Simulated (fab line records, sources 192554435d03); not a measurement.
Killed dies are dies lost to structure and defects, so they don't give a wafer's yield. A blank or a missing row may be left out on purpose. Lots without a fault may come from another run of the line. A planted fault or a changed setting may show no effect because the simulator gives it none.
A struck lot beside a sound one | flow n5_finfet | 27 steps out of a route of 1938
Sound: wafers L265.1, L265.3, L265.5. Struck: wafers L279.1, L279.2, L279.4. The cause comes at the end.
At each step with rows: each side's tool, then ch and its chambers, then its first start. Under that, the readings that differ: sound wafers | struck wafers | difference of the means | sigmas: that difference in standard deviations of wafers without a fault.
alike: readings whose means differ by less than 2 such deviations, and words and numbers that are the same on both sides. not compared: withheld readings, readings that some wafer has no value for, bounds like >300 that may hide the same value, and numbers for which the record gives no deviation and whose values overlap.
The two part at a step that has a row with sigmas, a row that says differs or no value, or rows on one side only. Numbers that don't overlap but have no deviation are shown without sigmas and don't part them. A reading that every wafer of one side lacks parts them only if that side has two wafers or more.

first, 8 steps without rows for these wafers: N5_BEOL_M0_CMP_120 (polishes, stops on SiOC, t overpolish 6.9 s); N5_BEOL_M0_PRE_CLEAN_131 (time 15 s); N5_BEOL_M0_CO_CAP_123 (material Co, precursor CCTBA/H2, target thk 2 nm, time 102.1 s); N5_BEOL_M0_PRE_CLEAN_124 (time 15 s); N5_BEOL_M0_DEP_125 (deposits SiCN from 3MS/NH3, target thk 8 nm, time 14 s); N5_BEOL_M1_ILD_DEP_00 (deposits SiOC from DEMS/O2, target thk 79 nm, time 15.3 s); N5_BEOL_M1_PECVD_72 (deposits SiO2 from TEOS/O2, target thk 16 nm, time 18 s); N5_BEOL_M1_HM_DEP_02 (deposits TiN, target thk 20 nm).
N5_BEOL_M1_COAT_61: time 60 s, resist thk 60 nm.
  sound on litho_track-01 ch 0, day 7 00:56; struck on litho_track-01 ch 0, day 10 22:44
  reading                                  | sound                | struck               | difference | sigmas
  spin_speed_rpm (rpm)                     | 1501.4 1502.0 1499.1 | 1138.7 1139.6 1139.7 | -361.5     | -99 or more
  model.SOC_of_BEOL_M1_COAT_61.thk_nm (nm) | 60.2 60.2 60         | 68.8 68.8 69         | +8.7       |
  alike: plate_temp_C
then, 11 steps without rows for these wafers: N5_BEOL_M1_COAT_62 (time 60 s, resist thk 12 nm); N5_BEOL_M1_COAT_73 (time 60 s, resist thk 5 nm); N5_BEOL_M1_COAT_05 (resist thk 30 nm); N5_BEOL_M1_EBR_07; N5_BEOL_M1_SOFTBAKE_06 (time 60 s); N5_BEOL_M1_EXPOSE_08 (exposes mask M1); N5_BEOL_M1_PEB_09 (peb time 60 s); N5_BEOL_M1_DEVELOP_10 (develop time 30 s); N5_BEOL_M1_DESCUM_16 (chemistry O2, time 7 s); N5_BEOL_M1_ETCH_74 (etches underlayer in N2/H2, target depth 6.5 nm, time 5.2 s); N5_BEOL_M1_ETCH_63 (etches SiARC in CF4, target depth 15.6 nm, time 26 s).
N5_BEOL_M1_ETCH_64: etches SOC in N2/H2, target depth 75 nm, overetch 15 nm, time 112.5 s.
  sound on rie_diel-04 ch 2,3, day 7 01:37; struck on rie_diel-04 ch 0,1,3, day 10 23:12
  reading                  | sound             | struck            | difference | sigmas
  model.etch.depth_nm (nm) | 60.25 60.27 60.05 | 68.73 68.86 69.05 | +8.69      |
  alike: bias_w, drypump_motor_current_A, oes_product_au, rf_vpp_V, showerhead_plenum_p_Torr, throttle_valve_pct
  not compared: rf_hours_counter_h
then, 3 steps without rows for these wafers: N5_BEOL_M1_STRIP_65 (strips in N2/H2); N5_BEOL_M1_STRIP_75 (strips in N2/H2); N5_BEOL_M1_STRIP_66 (strips in CF4).
N5_BEOL_M1_HM_OPEN_17: chemistry Cl2/BCl3, target TiN, target depth 20 nm, overetch 6 nm.
  sound on rie_metal-02 ch 0,1, day 7 01:47; struck on rie_metal-01 ch 0,1, day 10 23:22
  reading                                  | sound             | struck            | difference | sigmas
  oes_product_au (a.u.)                    | 0.54 0.62 0.54    | 0.74 0.76 0.74    | +0.18      | +2
  throttle_valve_pct (%)                   | 22.25 22.27 22.27 | 21.92 21.95 21.94 | -0.33      | -2
  model.SOC_of_BEOL_M1_COAT_61.thk_nm (nm) | 52.2 52.2 52      | 60.8 60.6 61.2    | +8.7       |
  alike: bias_w, drypump_motor_current_A
  not compared: rf_hours_counter_h
then, 1 step without rows for these wafers: N5_BEOL_M1_STRIP_19 (strips in O2).
-- the record jumps here: 3 days lie between the struck wafers' starts before and after (it left off in module BEOL_M1 and takes up again in module BEOL_M4, whose first step shown is number 1111 of the route) --
N5_BEOL_M4_RC_MEAS_101:
  sound on prober-02 ch 0, day 8 23:00; struck on prober-02 ch 0, day 14 06:43
  alike: DIBL_N, DIBL_P, IOFF_N, IOFF_P, ION_N, ION_P, SS_N, SS_P, VT_N, VT_P

WHERE THEY PART
First at N5_BEOL_M1_COAT_61; last, within this record, at N5_BEOL_M1_HM_OPEN_17. Later steps at which nothing parts them and some readings are alike: N5_BEOL_M4_RC_MEAS_101.

WHY: what the simulator had put in
Process parameter drift: litho_track-01, from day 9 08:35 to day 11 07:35, at N5_BEOL_M1_COAT_61. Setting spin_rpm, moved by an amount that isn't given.
